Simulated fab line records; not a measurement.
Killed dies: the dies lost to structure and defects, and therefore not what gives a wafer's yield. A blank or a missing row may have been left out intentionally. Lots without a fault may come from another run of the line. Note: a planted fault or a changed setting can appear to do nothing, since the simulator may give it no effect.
Chamber matching / flow n5_finfet / 4 sister chambers for N5_BEOL_M4_ETCH_74 on rie_diel-06
The step etches underlayer in N2/H2, target depth 6.5 nm, time 5.2 s. 20 wafers are shown with their chamber, then 10 later ones without.

WAFERS, EACH WITH ITS CHAMBER
wafer=L077.1; chamber=3; drypump_motor_current_A (A)=5.4; showerhead_plenum_p_Torr (Torr)=2.70; etch_rf_on_time_s (s)=5.36
wafer=L077.2; chamber=2; drypump_motor_current_A (A)=6.3; showerhead_plenum_p_Torr (Torr)=2.51; etch_rf_on_time_s (s)=5.25
wafer=L077.3; chamber=1; drypump_motor_current_A (A)=6.6; showerhead_plenum_p_Torr (Torr)=2.62; etch_rf_on_time_s (s)=5.17
wafer=L077.4; chamber=0; drypump_motor_current_A (A)=5.7; showerhead_plenum_p_Torr (Torr)=2.62; etch_rf_on_time_s (s)=5.21
wafer=L077.5; chamber=1; drypump_motor_current_A (A)=6.6; showerhead_plenum_p_Torr (Torr)=2.62; etch_rf_on_time_s (s)=5.16
wafer=L077.6; chamber=0; drypump_motor_current_A (A)=5.7; showerhead_plenum_p_Torr (Torr)=2.62; etch_rf_on_time_s (s)=5.17
wafer=L078.2; chamber=1; drypump_motor_current_A (A)=6.6; showerhead_plenum_p_Torr (Torr)=2.62; etch_rf_on_time_s (s)=5.18
wafer=L078.4; chamber=0; drypump_motor_current_A (A)=5.8; showerhead_plenum_p_Torr (Torr)=2.62; etch_rf_on_time_s (s)=5.17
wafer=L078.5; chamber=1; drypump_motor_current_A (A)=6.6; showerhead_plenum_p_Torr (Torr)=2.62; etch_rf_on_time_s (s)=5.19
wafer=L084.2; chamber=3; drypump_motor_current_A (A)=5.4; showerhead_plenum_p_Torr (Torr)=2.70; etch_rf_on_time_s (s)=5.34
wafer=L084.3; chamber=2; drypump_motor_current_A (A)=6.3; showerhead_plenum_p_Torr (Torr)=2.51; etch_rf_on_time_s (s)=5.00
wafer=L084.5; chamber=2; drypump_motor_current_A (A)=6.3; showerhead_plenum_p_Torr (Torr)=2.51; etch_rf_on_time_s (s)=5.05
wafer=L092.3; chamber=0; drypump_motor_current_A (A)=5.8; showerhead_plenum_p_Torr (Torr)=2.61; etch_rf_on_time_s (s)=5.16
wafer=L092.4; chamber=1; drypump_motor_current_A (A)=6.6; showerhead_plenum_p_Torr (Torr)=2.61; etch_rf_on_time_s (s)=5.11
wafer=L092.6; chamber=0; drypump_motor_current_A (A)=5.7; showerhead_plenum_p_Torr (Torr)=2.61; etch_rf_on_time_s (s)=5.16
wafer=L094.1; chamber=1; drypump_motor_current_A (A)=6.6; showerhead_plenum_p_Torr (Torr)=2.60; etch_rf_on_time_s (s)=5.18
wafer=L094.2; chamber=2; drypump_motor_current_A (A)=6.3; showerhead_plenum_p_Torr (Torr)=2.50; etch_rf_on_time_s (s)=5.07
wafer=L094.3; chamber=3; drypump_motor_current_A (A)=5.4; showerhead_plenum_p_Torr (Torr)=2.69; etch_rf_on_time_s (s)=5.37
wafer=L094.4; chamber=2; drypump_motor_current_A (A)=6.3; showerhead_plenum_p_Torr (Torr)=2.50; etch_rf_on_time_s (s)=5.10
wafer=L094.5; chamber=1; drypump_motor_current_A (A)=6.6; showerhead_plenum_p_Torr (Torr)=2.60; etch_rf_on_time_s (s)=5.16

SIGNATURES (means of the wafers above)
reading=drypump_motor_current_A; chamber 0=5.740; chamber 1=6.600; chamber 2=6.300; chamber 3=5.400; scatter within a chamber=0.0274
reading=showerhead_plenum_p_Torr; chamber 0=2.6160; chamber 1=2.6129; chamber 2=2.5060; chamber 3=2.6967; scatter within a chamber=0.00729
reading=etch_rf_on_time_s; chamber 0=5.1740; chamber 1=5.1643; chamber 2=5.0940; chamber 3=5.3567; scatter within a chamber=0.0513
Rule: distance of a wafer from a chamber = root of the sum over the readings of ((wafer's reading minus chamber's mean) / reading's scatter) squared. If the next closest chamber is less than 2 further off than the closest, the wafer can't be placed; otherwise it belongs to the closest. How the scatter is found: for the shown wafers, subtract from each reading the mean of its chamber, square and add these, divide the total by (wafers less chambers), then take the root.

WAFERS WITH NO CHAMBER GIVEN
wafer=L094.6; drypump_motor_current_A (A)=5.4; showerhead_plenum_p_Torr (Torr)=2.69; etch_rf_on_time_s (s)=5.33
wafer=L095.2; drypump_motor_current_A (A)=5.7; showerhead_plenum_p_Torr (Torr)=2.60; etch_rf_on_time_s (s)=5.28
wafer=L095.4; drypump_motor_current_A (A)=5.4; showerhead_plenum_p_Torr (Torr)=2.69; etch_rf_on_time_s (s)=5.31
wafer=L095.6; drypump_motor_current_A (A)=5.7; showerhead_plenum_p_Torr (Torr)=2.61; etch_rf_on_time_s (s)=5.33
wafer=L097.1; drypump_motor_current_A (A)=5.8; showerhead_plenum_p_Torr (Torr)=2.60; etch_rf_on_time_s (s)=5.31
wafer=L097.2; drypump_motor_current_A (A)=6.3; showerhead_plenum_p_Torr (Torr)=2.50; etch_rf_on_time_s (s)=5.08
wafer=L097.3; drypump_motor_current_A (A)=6.6; showerhead_plenum_p_Torr (Torr)=2.60; etch_rf_on_time_s (s)=5.17
wafer=L097.4; drypump_motor_current_A (A)=5.4; showerhead_plenum_p_Torr (Torr)=2.69; etch_rf_on_time_s (s)=5.41
wafer=L097.5; drypump_motor_current_A (A)=6.3; showerhead_plenum_p_Torr (Torr)=2.50; etch_rf_on_time_s (s)=5.13
wafer=L097.6; drypump_motor_current_A (A)=6.6; showerhead_plenum_p_Torr (Torr)=2.60; etch_rf_on_time_s (s)=5.22

WHICH CHAMBER EACH WENT THROUGH
wafer=L094.6; from the rows above=3; in truth=3
wafer=L095.2; from the rows above=0; in truth=0
wafer=L095.4; from the rows above=3; in truth=3
wafer=L095.6; from the rows above=0; in truth=0
wafer=L097.1; from the rows above=0; in truth=0
wafer=L097.2; from the rows above=2; in truth=2
wafer=L097.3; from the rows above=1; in truth=1
wafer=L097.4; from the rows above=3; in truth=3
wafer=L097.5; from the rows above=2; in truth=2
wafer=L097.6; from the rows above=1; in truth=1
Correctly placed: 10 of 10. From these rows, 0 cannot be placed. Placed wrongly: 0.
